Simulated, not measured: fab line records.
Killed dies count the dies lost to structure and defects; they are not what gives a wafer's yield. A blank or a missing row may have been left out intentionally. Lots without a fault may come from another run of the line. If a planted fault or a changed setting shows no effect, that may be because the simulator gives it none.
Chamber matching ; flow n5_finfet ; N5_FIN_SAQP_MANDREL_ETCH_58 on rie_si-06 has 3 sister chambers
The step etches a-Si in HBr/Cl2, stops on SiNx, target depth 45 nm, bt time 10 s, time 27 s. 3 wafers are shown with their chamber, then 7 later ones without.

WAFERS, EACH WITH ITS CHAMBER
wafer;chamber;drypump_motor_current_A (A)
L087.4;2;6.2
L087.6;0;5.9
L089.1;1;5.7

WAFERS WHOSE CHAMBER IS MISSING
wafer;drypump_motor_current_A (A)
L089.2;5.9
L089.6;5.9
L090.1;5.7
L090.2;6.3
L090.4;6.3
L092.3;5.7
L092.4;5.9

CHAMBER TAKEN BY EACH
wafer;from the rows above;in truth
L089.2;0;0
L089.6;0;0
L090.1;1;1
L090.2;2;2
L090.4;2;2
L092.3;1;1
L092.4;0;0
Correctly placed: 7 of 7. Left unplaced by these rows: 0. Placed wrongly: 0.
How it was worked out, from the rows above alone: a wafer's distance from a chamber is the root of the sum, over the readings, of the square of ((its reading less the chamber's mean) divided by the reading's scatter). If the next closest chamber is less than 2 further off than the closest, the wafer can't be placed; otherwise it belongs to the closest. Each chamber's mean is taken over the wafers shown for it. The scatter: root of mean squared gap, hidden wafer to nearest shown wafer, with one shown wafer a chamber.
